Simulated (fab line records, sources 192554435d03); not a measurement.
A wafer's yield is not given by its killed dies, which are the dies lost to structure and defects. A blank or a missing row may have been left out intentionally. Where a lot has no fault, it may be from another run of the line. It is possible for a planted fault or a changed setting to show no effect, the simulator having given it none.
Comparing a struck lot with a sound one | flow n5_finfet | 15 steps out of a route of 1938
Sound: these wafers, L996.1, L996.3, L996.4. Struck: wafer L113.1 (left out: L113.5, a lot-mate that was not struck); the cause follows at the end.
At each step with rows: each side's tool, then ch and its chambers, then its first start. Under that, the readings that differ: sound wafers | struck wafers | difference of the means | sigmas: that difference in standard deviations of wafers without a fault.
alike: readings with means less than 2 such deviations apart, plus words and numbers identical on both sides. not compared: withheld readings, readings lacking a value on some wafer, bounds such as >300 that could conceal the same value, and numbers that have no deviation in the record and whose values overlap.
The two part at a step that has a row with sigmas, a row that says differs or no value, or rows on one side only. Numbers that don't overlap but have no deviation are shown without sigmas and don't part them. A reading missing from all wafers of one side parts the sides only when that side holds two or more wafers.

first, 5 steps without rows for these wafers: N5_BEOL_M4_EBR_24; N5_BEOL_M4_SOFTBAKE_23 (time 60 s); N5_BEOL_M4_EXPOSE_25 (exposes mask V3, defocus 5 nm); N5_BEOL_M4_PEB_26 (peb time 60 s); N5_BEOL_M4_DEVELOP_27 (develop time 30 s).
N5_BEOL_M4_CD_MEAS_28: target cd 26.2 nm, target cd y 24.1 nm.
  sound on cd_sem-02 ch 0, day 8 22:04; struck on cd_sem-02 ch 0, day 12 23:53
  alike: cd_nm
N5_BEOL_M4_OVL_MEAS_29:
  sound on overlay-01 ch 0, day 8 22:05; struck on overlay-02 ch 0, day 12 23:55
  alike: V3_OVL
N5_BEOL_M4_INSPECT_30: inspects for defects (brightfield).
  sound on defect_inspect-02 at day 8 22:09; struck on defect_inspect-02 at day 12 23:59
  reading          | sound       | struck | difference | sigmas
  raw_defect_count | 336 408 325 | 680    | +324       | +4
N5_BEOL_M4_DESCUM_33: chemistry O2, time 7 s.
  sound on rie_diel-05 ch 0,1,3, day 8 22:22; struck on rie_diel-06 ch 1, day 13 00:14
  reading                | sound       | struck | difference | sigmas
  rf_hours_counter_h (h) | 188 239 121 | 113    | -70        |
  alike: drypump_motor_current_A, oes_product_au, rf_vpp_V, showerhead_plenum_p_Torr, throttle_valve_pct
N5_BEOL_M4_ETCH_77: etches underlayer in N2/H2, target depth 6.5 nm, time 5.2 s.
  sound on rie_diel-05 ch 0,1,3, day 8 22:24; struck on rie_diel-06 ch 1, day 13 00:16
  reading                | sound       | struck | difference | sigmas
  rf_hours_counter_h (h) | 188 239 121 | 113    | -70        |
  alike: drypump_motor_current_A, etch_rf_on_time_s, oes_product_au, rf_vpp_V, showerhead_plenum_p_Torr, throttle_valve_pct
N5_BEOL_M4_ETCH_69: etches SiARC in CF4, target depth 15.6 nm, time 26 s.
  sound on rie_diel-05 ch 0,1,3, day 8 22:25; struck on rie_diel-06 ch 1, day 13 00:17
  reading                | sound       | struck | difference | sigmas
  rf_hours_counter_h (h) | 188 239 121 | 113    | -70        |
  alike: drypump_motor_current_A, etch_rf_on_time_s, oes_product_au, rf_vpp_V, showerhead_plenum_p_Torr, throttle_valve_pct
N5_BEOL_M4_ALD_98: deposits SiO2, target thk 2.5 nm, pulse time 1 s, co reactant pulse time 1 s.
  sound on ald_sin-03 ch 0,2,3, day 8 22:48; struck on ald_sin-02 ch 0, day 13 00:22
  alike: heater_power_w, precursor_pulse_height_rel
N5_BEOL_M4_ETCHBACK_99: etches SiO2 in CHF3, target depth 5 nm, time 10.4 s.
  sound on rie_diel-02 ch 0,1,2, day 8 23:25; struck on rie_diel-05 ch 0, day 13 04:12
  reading                                      | sound          | struck | difference | sigmas
  oes_product_au (a.u.)                        | 0.75 0.71 0.69 | 0.91   | +0.19      | +2
  showerhead_plenum_p_Torr (Torr)              | 2.16 2.23 2.22 | 2.07   | -0.13      | -3
  model.CAR-EUV_of_BEOL_M4_COAT_22.thk_nm (nm) | 10.4 10.4 10.4 | 10.2   | -0.2       |
  alike: drypump_motor_current_A, rf_vpp_V, throttle_valve_pct
  not compared: rf_hours_counter_h
N5_BEOL_M4_ETCH_70: etches SOC in N2/H2, target depth 80 nm, overetch 24 nm, time 130 s.
  sound on rie_diel-02 ch 0,1,2, day 8 23:28; struck on rie_diel-05 ch 0, day 13 04:14
  reading                         | sound             | struck | difference | sigmas
  rf_vpp_V (V)                    | 525.1 526.1 526.9 | 519.6  | -6.4       | -3
  showerhead_plenum_p_Torr (Torr) | 2.56 2.66 2.62    | 2.40   | -0.21      | -3
  alike: drypump_motor_current_A, oes_product_au, throttle_valve_pct
  not compared: rf_hours_counter_h
N5_BEOL_M4_RC_MEAS_101:
  sound on prober-02 ch 0, day 9 04:22; struck on prober-01 ch 0, day 13 09:04
  alike: DIBL_N, DIBL_P, IOFF_N, IOFF_P, ION_N, ION_P, SS_N, SS_P, VT_N, VT_P

## WHERE THEY PART
First at N5_BEOL_M4_INSPECT_30; last, within this record, at N5_BEOL_M4_ETCH_70. Later steps at which nothing parts them and some readings are alike: N5_BEOL_M4_RC_MEAS_101.

WHY: what had been put in by the simulator
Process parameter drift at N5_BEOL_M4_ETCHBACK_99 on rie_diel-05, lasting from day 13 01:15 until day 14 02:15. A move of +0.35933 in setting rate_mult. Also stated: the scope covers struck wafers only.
